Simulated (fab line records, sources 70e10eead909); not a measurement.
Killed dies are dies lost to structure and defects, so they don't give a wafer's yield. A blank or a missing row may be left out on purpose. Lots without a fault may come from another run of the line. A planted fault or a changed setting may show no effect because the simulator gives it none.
Chamber matching | flow nand_harc | NHARC_P_M2_CMP_23 on cmp-01: 4 sister chambers
The step polishes, t overpolish 20 s, target thk 144.3 nm. 4 wafers are shown with their chamber, then 12 later ones without.

WAFERS WITH THEIR CHAMBER
wafer  | chamber | motor_current_A (A)
L088.3 | 3       | 13.2
L093.2 | 2       | 12.0
L093.5 | 0       | 13.4
L093.6 | 1       | 10.0

WAFERS WITHOUT THEIR CHAMBER
wafer  | motor_current_A (A)
L092.1 | 13.6
L092.3 | 9.6
L092.5 | 11.5
L094.2 | 14.5
L094.3 | 9.9
L094.5 | 13.3
L096.1 | 10.1
L096.4 | 11.5
L096.6 | 11.3
L097.2 | 11.9
L097.3 | 11.8
L097.4 | 9.8

WHICH CHAMBER EACH WENT THROUGH
wafer  | from the rows above     | in truth
L092.1 | can't be placed: 0 or 3 | 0
L092.3 | 1                       | 1
L092.5 | 2                       | 2
L094.2 | can't be placed: 0 or 3 | 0
L094.3 | 1                       | 1
L094.5 | can't be placed: 0 or 3 | 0
L096.1 | 1                       | 1
L096.4 | 2                       | 2
L096.6 | can't be placed: 2 or 1 | 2
L097.2 | 2                       | 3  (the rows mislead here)
L097.3 | 2                       | 2
L097.4 | 1                       | 1
Placed correctly: 7 of 12. Can't be placed from these rows: 4 (the true chamber is among the candidates in 4). Placed wrongly: 1.
How it was worked out, from the rows above alone: a wafer's distance from a chamber is the root of the sum, over the readings, of the square of ((its reading less the chamber's mean) divided by the reading's scatter). The wafer belongs to the nearest chamber; if the next one is less than 2 further off, it can't be placed. A chamber's mean is the mean of its shown wafers. The scatter: with one shown wafer a chamber, the root of the mean of the squares of how far each hidden wafer lies from its nearest shown one.
